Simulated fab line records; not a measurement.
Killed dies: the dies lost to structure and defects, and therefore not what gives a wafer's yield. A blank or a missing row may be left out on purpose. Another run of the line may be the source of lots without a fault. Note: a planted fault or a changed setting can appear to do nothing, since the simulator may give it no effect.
Chamber matching    flow nandHarc    NHARC_A_STAIRCASE_DEP_471 on pecvd-02 has 3 sister chambers
The step deposits SiO2, target thk 100 nm. 6 wafers are shown with their chamber, then 7 later ones without.

## WAFERS, EACH WITH ITS CHAMBER
wafer   chamber  throttleValvePct (%)  chamberPressureTorr (Torr)
L084.1  0        14.4                  6.503
L084.3  1        15.7                  6.462
L081.4  0        14.4                  6.484
L081.6  1        15.9                  6.485
L085.3  2        14.4                  6.507
L085.4  2        14.3                  6.507

## WAFERS WHOSE CHAMBER IS MISSING
wafer   throttleValvePct (%)  chamberPressureTorr (Torr)
L085.6  16.2                  6.505
L086.2  14.2                  6.474
L086.3  14.3                  6.506
L086.4  15.9                  6.510
L095.1  14.7                  6.521
L095.2  14.4                  6.501
L095.4  14.5                  6.500

## THE CHAMBER EACH PASSED THROUGH
wafer   from the rows above      in truth
L085.6  1                        1
L086.2  can't be placed: 0 or 2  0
L086.3  can't be placed: 2 or 0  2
L086.4  1                        1
L095.1  can't be placed: 0 or 2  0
L095.2  can't be placed: 0 or 2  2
L095.4  can't be placed: 0 or 2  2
Correct placement for 2 of the 7. From these rows, 5 cannot be placed; in 5 the true chamber is one of the candidates. Number placed wrongly: 0.
How it was worked out, from the rows above alone: a wafer's distance from a chamber is the root of the sum, over the readings, of the square of ((its reading less the chamber's mean) divided by the reading's scatter). If the next closest chamber is less than 2 further off than the closest, the wafer can't be placed; otherwise it belongs to the closest. For every chamber, the mean is computed from those of its wafers that are shown. How the scatter is found: for the shown wafers, subtract from each reading the mean of its chamber, square and add these, divide the total by (wafers less chambers), then take the root.
